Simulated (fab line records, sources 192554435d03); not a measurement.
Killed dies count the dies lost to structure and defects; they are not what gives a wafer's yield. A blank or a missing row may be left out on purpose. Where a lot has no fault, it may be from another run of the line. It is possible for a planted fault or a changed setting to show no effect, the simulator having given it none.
Lot-split experiment | flow n5-finfet | 21 wafers read across 7 lots, on a route 1938 steps long

== ON THE SPLIT ==
At N5_BEOL_M5_VIA_ETCH_34 (etches SiCOH lowk in C4F6/O2, target depth 88.3 nm, time 39.2 s), the setting bias-w was moved away from the recipe's 185 W on 10 of the 21 wafers read, by -14.3% to +17.8%. For the rest of the wafers, this setting stayed at what the recipe calls for.

Reading taken at the split's own step.

== THE READING ==
rf-vpp-V, in V, at N5_BEOL_M5_VIA_ETCH_34 (etches SiCOH lowk in C4F6/O2, target depth 88.3 nm, time 39.2 s). Typical for fault-free wafers on this fab line: 660 V, with standard deviation 9.7 V.

wafer  | tool, chamber at the split | bias-w as run, W | against the recipe | rf-vpp-V, V | against lot-mates on the recipe
L074.2 | rie-diel-05, 1             | 163.1            | -11.8%             | 584         | -74
L074.3 | rie-diel-05, 2             | 185              | recipe             | 647         | -
L074.6 | rie-diel-05, 3             | 185              | recipe             | 669         | -
L076.1 | rie-diel-05, 2             | 204.2            | +10.4%             | 701         | +40
L076.2 | rie-diel-05, 0             | 185              | recipe             | 661         | -
L076.5 | rie-diel-05, 0             | 185              | recipe             | 661         | -
L083.2 | rie-diel-04, 3             | 185              | recipe             | 646         | -
L083.3 | rie-diel-04, 2             | 185              | recipe             | 667         | -
L083.5 | rie-diel-04, 3             | 185              | recipe             | 647         | -
L084.1 | rie-diel-02, 1             | 158.5            | -14.3%             | 591         | -63
L084.3 | rie-diel-02, 2             | 185              | recipe             | 654         | -
L084.6 | rie-diel-02, 2             | 158.5            | -14.3%             | 577         | -77
L092.1 | rie-diel-04, 3             | 185              | recipe             | 645         | -
L092.4 | rie-diel-04, 3             | 198              | +7.0%              | 680         | +35
L092.6 | rie-diel-04, 0             | 198              | +7.0%              | 705         | +60
L095.1 | rie-diel-02, 1             | 173.8            | -6.1%              | 636         | -19
L095.2 | rie-diel-02, 2             | 185              | recipe             | 655         | -
L095.4 | rie-diel-02, 3             | 173.8            | -6.1%              | 629         | -26
L094.1 | rie-diel-05, 3             | 185              | recipe             | 668         | -
L094.3 | rie-diel-05, 2             | 218              | +17.8%             | 736         | +68
L094.5 | rie-diel-05, 0             | 218              | +17.8%             | 752         | +84

THE FIT
A straight line over all 21 wafers: rf-vpp-V changes by +4.99 V for each +1% of bias-w; r = +0.98; the points scatter about the line by 9.6 V.
The same after taking each lot's own level away (the mean of its wafers on the recipe; 21 wafers): +4.74 V for each +1%; r = +0.97; scatter 11 V.
The reading moves by 85 V for the largest change in bias-w, on that fit.
Across the lots, their own levels run from 645.0 to 668.0 V, a range of 2.4 times the standard deviation given above.
Hence the lot-to-lot level has little effect on the slope; both slopes agree.
Check: with one of the wafers moved furthest among these (+17.8%) left out of the fit, the line predicts +89.7 V for it against its lot-mates. It came out at +68 V against them.
Tool readings at the split's step, against how far the setting was moved: rf-vpp-V r = +0.98.

== ADDITIONAL SPLITS CARRIED BY THESE WAFERS ==
Other splits were also applied to these wafers ahead of the reading. Each is held against what the fit with the lots' levels taken away leaves over:
other split on the same wafers    | wafers away from the commonest value | r with rf-vpp-V (lot level and that fit taken away)
N5_BEOL_M1_ETCH_64 source-w       | 6                                    | +0.17
N5_BEOL_M2_HM_DEP_02 target-thk-a | 6                                    | +0.21
N5_BEOL_M2_COAT_61 temp-c         | 2                                    | +0.15
N5_BEOL_M3_COAT_22 spin-rpm       | 7                                    | +0.07
N5_BEOL_M3_DESCUM_33 time-s       | 1                                    | -0.01
N5_BEOL_M4_COAT_05 spin-rpm       | 7                                    | +0.03

== THE WHOLE CHAIN: every reading that the file lists as answering this split, in the file's order ==
step                   | what it does                                                    | reading                                                        | change (the file's fit)              | r (the file's)
N5_BEOL_M5_VIA_ETCH_34 | etches SiCOH lowk in C4F6/O2, target depth 88.3 nm, time 39.2 s | rf-vpp-V                                                       | +4.79 V for each +1% of the setting  | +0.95
N5_BEOL_M5_VIA_ETCH_34 | etches SiCOH lowk in C4F6/O2, target depth 88.3 nm, time 39.2 s | etch.depth-nm (the simulator's own value, which no gauge read) | +0.25 nm for each +1% of the setting | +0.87

== THE FILE'S OWN FIT ==
rf-vpp-V changes by +4.79 V for each +1% of bias-w, r = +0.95.
